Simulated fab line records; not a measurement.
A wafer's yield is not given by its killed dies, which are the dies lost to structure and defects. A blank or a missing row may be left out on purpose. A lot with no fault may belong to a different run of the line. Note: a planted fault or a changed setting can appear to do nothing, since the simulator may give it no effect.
Shared-tool check    flow nand-harc    Lots sampled 13, wafers sampled 39

REASON IT WAS OPENED
Flagged at NHARC_END_SORT_01: reading killed-at-periphery, on 3 of 13 lots. Wafers without a fault read 3.8, standard deviation 2.5.
Rule: a lot is flagged in two cases, either no wafer of it has a number, or all its wafers with numbers fall more than 4 standard deviations from that mean. As for the other lots, they are considered sound.

lot   measured      on         killed-at-periphery, wafer by wafer  flag
L463  day 24 13:50  prober-01  5 6 7                                
L468  day 26 05:54  prober-02  3 2 2                                
L466  day 26 07:30  prober-01  0 4 1                                
L467  day 26 17:01  prober-01  7 2 9                                
L472  day 29 09:41  prober-01  6 5 1                                
L477  day 30 05:54  prober-01  609 602 606                          FLAGGED
L476  day 30 11:58  prober-02  636 638 645                          FLAGGED
L478  day 31 16:59  prober-02  617 619 621                          FLAGGED
L481  day 32 20:58  prober-02  3 2 6                                
L484  day 33 04:46  prober-02  4 2 2                                
L483  day 33 06:34  prober-01  4 6 2                                
L485  day 33 12:42  prober-02  13 12 6                              
L482  day 33 12:43  prober-01  4 2 3                                
On average the flagged lots read 621.4, which is +617.6 against the usual, or +99 or more standard deviations.

LOT BY LOT: THE TOOL USED
The record holds 4 process steps before the reading, out of a route of 1302 steps. Read each cell as the tool, then ch plus the chambers that the sampled wafers visited, then the start.
lot   flag     NHARC_P_M0_ANNEAL_30              NHARC_P_M1_ETCH_28                             NHARC_P_M1_PVD_21             NHARC_P_M1_PRE_CLEAN_32
L463           rtp-anneal-01 ch 0, day 6 10:59   rie-diel-02 ch 1,3, day 6 14:37 or earlier     pvd-sputter-01, day 6 14:37   pecvd-04 ch 1,2, day 6 16:01
L468           rtp-anneal-01 ch 0, day 8 17:58   rie-diel-06 ch 1,2,3, day 8 21:28 or earlier   pvd-sputter-02, day 8 21:28   pecvd-04 ch 0,2, day 8 22:50
L466           rtp-anneal-01 ch 0, day 7 13:46   rie-diel-06 ch 2,3, day 7 17:18 or earlier     pvd-sputter-01, day 7 17:18   pecvd-04 ch 0,2, day 7 18:41
L467           rtp-anneal-02 ch 0, day 8 03:16   rie-diel-02 ch 1,2,3, day 8 06:55 or earlier   pvd-sputter-03, day 8 06:55   pecvd-04 ch 0,1, day 8 08:19
L472           rtp-anneal-01 ch 0, day 10 18:36  rie-diel-06 ch 0,1,3, day 10 22:16 or earlier  pvd-sputter-02, day 10 22:16  pecvd-01 ch 0,1,2, day 10 23:39
L477  FLAGGED  rtp-anneal-02 ch 0, day 12 12:54  rie-diel-06 ch 0,1,3, day 12 16:49 or earlier  pvd-sputter-01, day 12 16:49  pecvd-03 ch 0,2, day 12 18:59
L476  FLAGGED  rtp-anneal-02 ch 0, day 12 03:13  rie-diel-02 ch 0,1, day 12 06:57 or earlier    pvd-sputter-02, day 12 06:57  pecvd-03 ch 0,2, day 12 08:20
L478  FLAGGED  rtp-anneal-01 ch 0, day 13 00:58  rie-diel-10 ch 0,3, day 13 04:27 or earlier    pvd-sputter-03, day 13 04:27  pecvd-03 ch 0,1,2, day 13 05:54
L481           rtp-anneal-01 ch 0, day 13 22:35  rie-diel-02 ch 1,3, day 14 01:47               pvd-sputter-01, day 14 02:27  pecvd-04 ch 1,2, day 14 03:50
L484           rtp-anneal-01 ch 0, day 15 06:49  rie-diel-02 ch 0,1,2, day 15 10:27 or earlier  pvd-sputter-02, day 15 10:27  pecvd-03 ch 0,1, day 15 12:10
L483           rtp-anneal-01 ch 0, day 14 18:11  rie-diel-06 ch 0,1,2, day 14 21:49 or earlier  pvd-sputter-02, day 14 21:49  pecvd-01 ch 0,1,2, day 14 23:13
L485           rtp-anneal-02 ch 0, day 15 16:47  rie-diel-10 ch 0,3, day 15 20:27 or earlier    pvd-sputter-02, day 15 20:27  pecvd-04 ch 0,1,2, day 15 21:52
L482           rtp-anneal-01 ch 0, day 14 14:34  rie-diel-10 ch 0,2,3, day 14 18:14 or earlier  pvd-sputter-02, day 14 18:14  pecvd-01 ch 0,1, day 14 19:38
What these steps do:
- NHARC_P_M0_ANNEAL_30: time 90 s.
- NHARC_P_M1_ETCH_28: etches the open film in CF4/N2, target depth 30 nm, time 72.99 s.
- NHARC_P_M1_PVD_21: deposits Cu, target thk 30 nm, time 20.49 s.
- NHARC_P_M1_PRE_CLEAN_32: time 12 s.
- NHARC_END_SORT_01

FLAGGED AGAINST TOTAL, ONE TOOL AT A TIME (gauges that did the reading follow at the end)
step                     tool            lots run  flagged  share of the flagged lots  sound lots run after its first flagged lot
NHARC_P_M0_ANNEAL_30     rtp-anneal-01   9         1        some                       4 (L481,L482,L483,L484)
NHARC_P_M0_ANNEAL_30     rtp-anneal-02   4         2        some                       1 (L485)
NHARC_P_M1_ETCH_28       rie-diel-02     5         1        some                       2 (L481,L484)
NHARC_P_M1_ETCH_28       rie-diel-06     5         1        some                       1 (L483)
NHARC_P_M1_ETCH_28       rie-diel-10     3         1        some                       2 (L482,L485)
NHARC_P_M1_PVD_21        pvd-sputter-01  4         1        some                       1 (L481)
NHARC_P_M1_PVD_21        pvd-sputter-02  7         1        some                       4 (L482,L483,L484,L485)
NHARC_P_M1_PVD_21        pvd-sputter-03  2         1        some                       0
NHARC_P_M1_PRE_CLEAN_32  pecvd-01        3         0        none                       -
NHARC_P_M1_PRE_CLEAN_32  pecvd-03        4         3        all                        1 (L484)
NHARC_P_M1_PRE_CLEAN_32  pecvd-04        6         0        none                       -
NHARC_END_SORT_01        prober-01       7         1        some                       2 (L483,L482)
NHARC_END_SORT_01        prober-02       6         2        some                       3 (L481,L484,L485)
NHARC_P_M1_ETCH_28 gives no start for some lots, so the hours and the order of its lots are those of NHARC_P_M1_PVD_21.

WHAT THE TABLE PERMITS
1 row of the table ran every flagged lot: pecvd-03 at NHARC_P_M1_PRE_CLEAN_32.
- pecvd-03 at NHARC_P_M1_PRE_CLEAN_32: 3 of its 4 lots flagged. Lots that were sound ran on it after the first flagged one (L484); a persistent fault on the entire tool would not allow that.
No row of the table ran every flagged lot and no sound lot after the first.

WHAT THE SIMULATOR HAD PUT IN
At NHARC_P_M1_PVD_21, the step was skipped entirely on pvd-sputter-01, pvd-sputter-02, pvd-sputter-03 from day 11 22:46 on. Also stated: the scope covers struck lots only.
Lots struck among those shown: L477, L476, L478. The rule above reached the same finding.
